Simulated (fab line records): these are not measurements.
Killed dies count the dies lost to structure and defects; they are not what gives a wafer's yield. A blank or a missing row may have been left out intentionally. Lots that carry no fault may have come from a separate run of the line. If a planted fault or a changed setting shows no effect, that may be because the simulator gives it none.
Struck lot and sound lot, side by side || flow n5-finfet || 20 steps out of a route of 1938
Sound: wafers L145.3, L145.4, L145.6. Struck: wafer L150.1; the same lot's L150.6 was not struck, so it is left out; see the end for the cause.
Per side, at each step with rows, come the tool, then ch with its chambers, and then its first start. Under that, the readings that differ: sound wafers || struck wafers || difference of the means || sigmas: that difference in standard deviations of wafers without a fault.
alike: same words and numbers on both sides, and readings whose means sit less than 2 such deviations apart. not compared: any withheld reading, any reading some wafer has no value for, any bound like >300 that may hide the same value, and any number with overlapping values for which the record gives no deviation.
The two part at a step that has a row with sigmas, a row that says differs or no value, or rows on one side only. When numbers do not overlap yet have no deviation, they are printed without sigmas and do not part them. Lack of a reading on every wafer of one side parts them only where that side has two or more wafers.

first, 6 steps without rows for these wafers: N5_BEOL_M3_COAT_05 (resist thk 30 nm); N5_BEOL_M3_EBR_07; N5_BEOL_M3_SOFTBAKE_06 (time 60 s); N5_BEOL_M3_EXPOSE_08 (exposes mask M3); N5_BEOL_M3_PEB_09 (peb time 60 s); N5_BEOL_M3_DEVELOP_10 (develop time 30 s).
N5_BEOL_M3_CD_MEAS_11 targets a cd of 17.05 nm.
  sound on cd-sem-02 ch 0, day 7 20:29; struck on cd-sem-03 ch 0, day 9 01:07
  alike: cd-nm
N5_BEOL_M3_OVL_MEAS_12:
  sound on overlay-01 ch 0, day 7 20:31; struck on overlay-01 ch 0, day 9 01:08
  alike: M3_OVL
N5_BEOL_M3_INSPECT_13: inspects for defects (brightfield).
  sound: defect-inspect-01 at day 7 20:34; struck: defect-inspect-01 at day 9 01:11
  alike: raw-defect-count
N5_BEOL_M3_DESCUM_16: chemistry O2, time 7 s.
  sound on rie-diel-03 ch 0,1,2, day 7 20:50; struck on rie-diel-03 ch 1, day 9 01:38
  alike: drypump-motor-current-A, oes-product-au, rf-vpp-V, showerhead-plenum-p-Torr, throttle-valve-pct
  not compared: rf-hours-counter-h
N5_BEOL_M3_ETCH_74: etches underlayer in N2/H2, target depth 6.5 nm, time 5.2 s.
  sound on rie-diel-03 ch 0,1,2, day 7 20:52; struck on rie-diel-03 ch 1, day 9 01:41
  alike: drypump-motor-current-A, etch-rf-on-time-s, oes-product-au, rf-vpp-V, showerhead-plenum-p-Torr, throttle-valve-pct
  not compared: rf-hours-counter-h
N5_BEOL_M3_ETCH_63: etches SiARC in CF4, target depth 15.6 nm, time 26 s.
  sound on rie-diel-03 ch 0,1,2, day 7 20:53; struck on rie-diel-03 ch 1, day 9 01:41
  alike: drypump-motor-current-A, etch-rf-on-time-s, oes-product-au, rf-vpp-V, showerhead-plenum-p-Torr, throttle-valve-pct
  not compared: rf-hours-counter-h
N5_BEOL_M3_ETCH_64: etches SOC in N2/H2, target depth 75 nm, overetch 15 nm, time 112.5 s.
  sound on rie-diel-03 ch 0,1,2, day 7 20:55; struck on rie-diel-03 ch 1, day 9 01:43
{"reading": "model.SiARC_of_BEOL_M3_COAT_62.thk-nm (nm)", "sound": "6.6 6.6 6.6", "struck": 5, "difference": -2, "sigmas": ""}
{"reading": "model.BEOL_M3.cd-offset-nm (nm)", "sound": "0.4 -0.2 -0.2", "struck": 0.8, "difference": "+0.8", "sigmas": ""}
  alike: drypump-motor-current-A, oes-product-au, rf-vpp-V, showerhead-plenum-p-Torr, throttle-valve-pct
  not compared: rf-hours-counter-h
then, 2 steps without rows for these wafers: N5_BEOL_M3_STRIP_65 (strips in N2/H2); N5_BEOL_M3_STRIP_75 (strips in N2/H2).
N5_BEOL_M3_STRIP_66: strips in CF4.
  sound on rie-diel-03 ch 0,1,2, day 7 21:03; struck on rie-diel-03 ch 1, day 9 01:51
  alike: drypump-motor-current-A, oes-product-au, rf-vpp-V, showerhead-plenum-p-Torr, throttle-valve-pct
  not compared: rf-hours-counter-h
N5_BEOL_M3_HM_OPEN_17: chemistry Cl2/BCl3, target TiN, target depth 20 nm, overetch 6 nm.
  sound on rie-metal-03 ch 0,1, day 7 21:07; struck on rie-metal-03 ch 0, day 9 01:53
{"reading": "rf-hours-counter-h (h)", "sound": "- - -", "struck": 63, "difference": "no value on the sound wafers", "sigmas": ""}
{"reading": "model.BEOL_M3.cd-offset-nm (nm)", "sound": "0.4 -0.2 0", "struck": 0.8, "difference": "+0.7", "sigmas": ""}
  alike: drypump-motor-current-A, oes_ar_750_au, oes-product-au, throttle-valve-pct
N5_BEOL_M3_STRIP_19: strips in O2.
  sound on rie-diel-06 ch 0,2, day 7 21:14; struck on rie-diel-05 ch 3, day 9 02:00
{"reading": "rf-vpp-V (V)", "sound": "3.7 2.6 3.6", "struck": 4.4, "difference": "+1.1", "sigmas": "+2"}
  alike: drypump-motor-current-A, oes-product-au, showerhead-plenum-p-Torr, throttle-valve-pct
  not compared: rf-hours-counter-h
N5_BEOL_M4_RC_MEAS_101:
  sound on prober-02 ch 0, day 9 04:18; struck on prober-02 ch 0, day 10 08:08
  alike: DIBL_N, DIBL_P, IOFF_N, IOFF_P, ION_N, ION_P, SS_N, SS_P, VT_N, VT_P
following that, these wafers have no rows for 1 step: N5_PASSIVATION_PROBE_49.

== WHERE THEY PART ==
First at N5_BEOL_M3_HM_OPEN_17; last, within this record, at N5_BEOL_M3_STRIP_19. Later steps at which nothing parts them and some readings are alike: N5_BEOL_M4_RC_MEAS_101.

WHY: the cause the simulator had injected
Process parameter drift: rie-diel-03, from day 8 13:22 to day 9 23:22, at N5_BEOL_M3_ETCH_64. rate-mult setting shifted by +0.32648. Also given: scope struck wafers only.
